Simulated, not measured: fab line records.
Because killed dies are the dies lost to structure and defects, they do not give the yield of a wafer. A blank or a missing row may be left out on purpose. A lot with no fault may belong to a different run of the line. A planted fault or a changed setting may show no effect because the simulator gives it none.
Struck lot and sound lot, side by side    flow n5Finfet    15 steps out of a route of 1938
Sound: wafers L316.3, L316.4, L316.6. Wafers L312.1, L312.2 were the ones struck. At the end, the cause is stated.
For every step that has rows: the tool of each side, followed by ch and its chambers, followed by its first start. Under that, the readings that differ: sound wafers    struck wafers    difference of the means    sigmas: that difference in standard deviations of wafers without a fault.
alike: same words and numbers on both sides, and readings whose means sit less than 2 such deviations apart. not compared: any withheld reading, any reading some wafer has no value for, any bound like >300 that may hide the same value, and any number with overlapping values for which the record gives no deviation.
The two part at a step that has a row with sigmas, a row that says differs or no value, or rows on one side only. Numbers that have no deviation but don't overlap get no sigmas and don't part them. A reading that every wafer of one side lacks parts them only if that side has two wafers or more.

N5_BEOL_M2_SPUTTER_90: material Cu, target thk 4.5 nm, time 8.29 s.
  sound: pvdSputter-02 at day 11 03:22; struck: pvdSputter-03 at day 10 11:13
  alike: chamberPressurePa, throttleValvePct
then, 2 steps without rows for these wafers: N5_BEOL_M2_ANNEAL_91 (time 240 s); N5_BEOL_M2_SPUTTER_92 (material Cu, target thk 4.5 nm, time 8.29 s).
N5_BEOL_M2_ANNEAL_93: time 240 s.
  sound: pvdSputter-02 at day 11 03:40; struck: pvdSputter-03 at day 10 11:31
  alike: heaterPowerW
then, 1 step without rows for these wafers: N5_BEOL_M2_SPUTTER_94 (material Cu, target thk 4.5 nm, time 8.29 s).
N5_BEOL_M2_ANNEAL_95: time 240 s.
  sound: pvdSputter-02 at day 11 03:53; struck: pvdSputter-03 at day 10 11:44
  alike: heaterPowerW
then, 3 steps without rows for these wafers: N5_BEOL_M2_SPUTTER_96 (material Cu, target thk 4.5 nm, time 8.29 s); N5_BEOL_M2_ECD_50 (material Cu, target thk 300 nm); N5_BEOL_M2_ANNEAL_51 (time 90 s).
N5_BEOL_M2_CMP_52: polishes, stops on SiOC, t overpolish 6.8 s, target thk 40 nm.
  sound on cmp-02 ch 0,3, day 11 04:46; struck on cmp-02 ch 2,3, day 10 12:25
reading             sound              struck       difference  sigmas
overpolishRunS (s)  6.806 6.813 6.822  6.775 6.804  -0.024      -3
  alike: barrierFieldEndpointS, motorCurrentA, timeToEndpointS
N5_BEOL_M2_THK_MEAS_53: measures by xrf.
  sound: filmMetro-01 at day 11 05:04; struck: filmMetro-01 at day 10 12:40
  alike: M2_THK
N5_BEOL_M2_PRE_CLEAN_60: time 15 s.
  sound on cvdCo-01 ch 0,1,2, day 11 05:05; struck on cvdCo-02 ch 0,2, day 10 12:43
  alike: heaterPowerW
N5_BEOL_M2_CO_CAP_55: material Co, precursor CCTBA/H2, target thk 2 nm, time 102.1 s.
  sound on cvdCo-01 ch 0,1,2, day 11 05:08; struck on cvdCo-02 ch 0,2, day 10 12:45
reading                                   sound              struck       difference  sigmas
runLengthS (s)                            124.9 125.2 124.7  103.6 102.2  -22.0       -54
model.Co_of_BEOL_M2_CO_CAP_55.thkNm (nm)  2 2 2              1.8 1.6      -0.3        
  alike: heaterPowerW
then, 1 step without rows for these wafers: N5_BEOL_M2_PRE_CLEAN_56 (time 15 s).
N5_BEOL_M4_RC_MEAS_101:
  sound on prober-01 ch 0, day 12 03:58; struck on prober-02 ch 0, day 11 06:42
  alike: DIBL_N, DIBL_P, IOFF_N, IOFF_P, ION_N, ION_P, SS_N, SS_P, VT_N, VT_P

WHERE THEY PART
Last at N5_BEOL_M2_CO_CAP_55 as far as this record goes, first at N5_BEOL_M2_CMP_52. Later steps at which nothing parts them and some readings are alike: N5_BEOL_M4_RC_MEAS_101.

WHY: the cause the simulator had injected
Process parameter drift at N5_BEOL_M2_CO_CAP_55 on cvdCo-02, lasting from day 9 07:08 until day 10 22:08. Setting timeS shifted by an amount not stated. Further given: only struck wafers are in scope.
